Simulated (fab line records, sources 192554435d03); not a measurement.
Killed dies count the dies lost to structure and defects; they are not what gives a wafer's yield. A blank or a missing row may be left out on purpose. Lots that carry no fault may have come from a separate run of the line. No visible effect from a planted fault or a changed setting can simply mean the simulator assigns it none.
Matching of chambers / flow n5-finfet / pecvd-01 running N5_BEOL_M1_ILD_DEP_00: 3 sister chambers
The step deposits SiOC from DEMS/O2, target thk 79 nm, time 15.3 s. 14 wafers are shown with their chamber, then 7 later ones without.

## WAFERS, EACH WITH ITS CHAMBER
wafer=L074.2; chamber=0; throttle-valve-pct (%)=12.3; heater-power-w (W)=487; showerhead-plenum-p-Torr (Torr)=5.685
wafer=L074.3; chamber=2; throttle-valve-pct (%)=10.9; heater-power-w (W)=394; showerhead-plenum-p-Torr (Torr)=5.701
wafer=L074.6; chamber=0; throttle-valve-pct (%)=12.1; heater-power-w (W)=502; showerhead-plenum-p-Torr (Torr)=5.658
wafer=L075.2; chamber=2; throttle-valve-pct (%)=10.5; heater-power-w (W)=438; showerhead-plenum-p-Torr (Torr)=5.703
wafer=L075.5; chamber=1; throttle-valve-pct (%)=12.1; heater-power-w (W)=402; showerhead-plenum-p-Torr (Torr)=5.678
wafer=L075.6; chamber=2; throttle-valve-pct (%)=10.4; heater-power-w (W)=433; showerhead-plenum-p-Torr (Torr)=5.690
wafer=L076.1; chamber=1; throttle-valve-pct (%)=12.2; heater-power-w (W)=371; showerhead-plenum-p-Torr (Torr)=5.681
wafer=L076.4; chamber=2; throttle-valve-pct (%)=10.7; heater-power-w (W)=456; showerhead-plenum-p-Torr (Torr)=5.680
wafer=L076.6; chamber=1; throttle-valve-pct (%)=12.1; heater-power-w (W)=360; showerhead-plenum-p-Torr (Torr)=5.677
wafer=L080.1; chamber=1; throttle-valve-pct (%)=11.7; heater-power-w (W)=404; showerhead-plenum-p-Torr (Torr)=5.697
wafer=L080.3; chamber=0; throttle-valve-pct (%)=12.2; heater-power-w (W)=426; showerhead-plenum-p-Torr (Torr)=5.655
wafer=L080.4; chamber=1; throttle-valve-pct (%)=12.0; heater-power-w (W)=407; showerhead-plenum-p-Torr (Torr)=5.694
wafer=L084.3; chamber=1; throttle-valve-pct (%)=11.9; heater-power-w (W)=409; showerhead-plenum-p-Torr (Torr)=5.685
wafer=L084.4; chamber=0; throttle-valve-pct (%)=12.1; heater-power-w (W)=467; showerhead-plenum-p-Torr (Torr)=5.669

SIGNATURES (averages over the wafers above)
reading=throttle-valve-pct; chamber 0=12.175; chamber 1=12.000; chamber 2=10.625; scatter within a chamber=0.175
reading=heater-power-w; chamber 0=470.50; chamber 1=392.17; chamber 2=430.25; scatter within a chamber=26.2
reading=showerhead-plenum-p-Torr; chamber 0=5.66675; chamber 1=5.68533; chamber 2=5.69350; scatter within a chamber=0.0106
Rule: for a wafer and a chamber, the distance is found by dividing, reading by reading, the gap between the wafer's reading and the chamber's mean by the reading's scatter, squaring, summing and taking the root. If the next closest chamber is less than 2 further off than the closest, the wafer can't be placed; otherwise it belongs to the closest. The scatter: take each reading less its chamber's mean, square it, sum over the shown wafers, divide by the number of wafers less the number of chambers, and take the root.

## WAFERS MISSING THEIR CHAMBER
wafer=L084.5; throttle-valve-pct (%)=12.1; heater-power-w (W)=409; showerhead-plenum-p-Torr (Torr)=5.691
wafer=L088.2; throttle-valve-pct (%)=12.1; heater-power-w (W)=420; showerhead-plenum-p-Torr (Torr)=5.690
wafer=L088.3; throttle-valve-pct (%)=11.9; heater-power-w (W)=481; showerhead-plenum-p-Torr (Torr)=5.675
wafer=L088.5; throttle-valve-pct (%)=10.7; heater-power-w (W)=446; showerhead-plenum-p-Torr (Torr)=5.673
wafer=L092.2; throttle-valve-pct (%)=12.1; heater-power-w (W)=452; showerhead-plenum-p-Torr (Torr)=5.663
wafer=L092.4; throttle-valve-pct (%)=12.0; heater-power-w (W)=369; showerhead-plenum-p-Torr (Torr)=5.686
wafer=L092.6; throttle-valve-pct (%)=10.8; heater-power-w (W)=454; showerhead-plenum-p-Torr (Torr)=5.694

## THE CHAMBER EACH PASSED THROUGH
wafer=L084.5; from the rows above=1; in truth=1
wafer=L088.2; from the rows above=can't be placed: 1 or 0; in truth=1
wafer=L088.3; from the rows above=can't be placed: 0 or 1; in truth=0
wafer=L088.5; from the rows above=2; in truth=2
wafer=L092.2; from the rows above=0; in truth=0
wafer=L092.4; from the rows above=1; in truth=1
wafer=L092.6; from the rows above=2; in truth=2
5 of 7 placed correctly. From these rows, 2 cannot be placed; in 2 the true chamber is one of the candidates. Wrongly placed: 0.
